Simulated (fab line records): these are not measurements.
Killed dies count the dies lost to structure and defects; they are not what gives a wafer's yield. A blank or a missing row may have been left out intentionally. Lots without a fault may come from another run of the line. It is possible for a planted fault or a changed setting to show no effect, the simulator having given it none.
A lot that was struck, set against a sound lot || flow nand-harc || 14 steps out of a route of 1159
Sound: the wafers L522.1, L522.2, L522.6. Struck: wafers L540.1, L540.4, L540.5. The cause is given at the end.
Order at every step that has rows: each side's tool, ch and its chambers, its first start. Under that, the readings that differ: sound wafers || struck wafers || difference of the means || sigmas: that difference in standard deviations of wafers without a fault.
alike: readings whose means differ by less than 2 such deviations, and words and numbers that are the same on both sides. not compared: withheld readings, readings that some wafer has no value for, bounds like >300 that may hide the same value, and numbers for which the record gives no deviation and whose values overlap.
Wherever a step has rows on one side only, a row that says differs or no value, or a row with sigmas, the two part there. When numbers do not overlap yet have no deviation, they are printed without sigmas and do not part them. A reading that every wafer of one side lacks parts them only if that side has two wafers or more.

NHARC_A_SOURCE_PLATE_THK_MEAS_06: measures by ellipsometry.
  sound: film-metro-01 at day 8 03:41; struck: film-metro-02 at day 11 22:25
{"reading": "thk-nm (nm)", "sound": "202.1 202.5 204.3", "struck": "196.7 197.4 195.3", "difference": -6.5, "sigmas": -3}
NHARC_A_SOURCE_PLATE_INSPECT_08:
  sound: defect-inspect-01 at day 8 03:47; struck: defect-inspect-02 at day 11 22:29
  alike: raw-defect-count
then, no rows for these wafers at 1 step: NHARC_A_ONON_D1_DEP_00 (target thk 1000 nm).
NHARC_A_ONON_D1_THK_MEAS_02: measures by ellipsometry.
  sound: film-metro-01 at day 8 04:21; struck: film-metro-02 at day 11 23:03
  alike: thk-nm
then, no rows for these wafers at 1 step: NHARC_A_ONON_D1_DEP_03 (target thk 1000 nm).
NHARC_A_ONON_D1_THK_MEAS_05: measures by ellipsometry.
  sound: film-metro-02 at day 8 04:55; struck: film-metro-01 at day 11 23:37
  alike: thk-nm
then, no rows for these wafers at 1 step: NHARC_A_ONON_D1_DEP_06 (target thk 1000 nm).
NHARC_A_ONON_D1_THK_MEAS_08: measures by ellipsometry.
  sound: film-metro-02 at day 8 05:29; struck: film-metro-01 at day 12 00:11
  alike: thk-nm
then, no rows for these wafers at 1 step: NHARC_A_ONON_D1_DEP_09 (target thk 1000 nm).
NHARC_A_ONON_D1_THK_MEAS_11: measures by ellipsometry.
  sound: film-metro-02 at day 8 06:03; struck: film-metro-01 at day 12 00:45
  alike: thk-nm
NHARC_A_ONON_D1_DEP_12: target thk 1000 nm.
  sound on pecvd-onon-04 ch 0, day 8 06:07; struck on pecvd-onon-04 ch 0, day 12 00:49
  alike: n2-flow-sccm
NHARC_A_ONON_D1_THK_MEAS_14: measures by ellipsometry.
  sound: film-metro-01 at day 8 06:37; struck: film-metro-02 at day 12 01:20
{"reading": "thk-nm (nm)", "sound": "995 995 996", "struck": "1573 1571 1569", "difference": "+576", "sigmas": "+65"}
then, 1 step without rows for these wafers: NHARC_A_ONON_D1_ANNEAL_15 (time 3600 s).
-- jump in the record: it breaks off in module A_ONON_D1 and resumes in module END (first step shown: number 1159 of the route), and 12 days separate the struck wafers' starts before and after --
NHARC_END_SORT_01:
  here the record holds rows for the struck wafers (prober-02 ch 0, day 23 18:13) but none for the sound ones

== WHERE THEY PART ==
Earliest at NHARC_A_SOURCE_PLATE_THK_MEAS_06; latest, in this record, at NHARC_END_SORT_01.

WHY: what the simulator had put in
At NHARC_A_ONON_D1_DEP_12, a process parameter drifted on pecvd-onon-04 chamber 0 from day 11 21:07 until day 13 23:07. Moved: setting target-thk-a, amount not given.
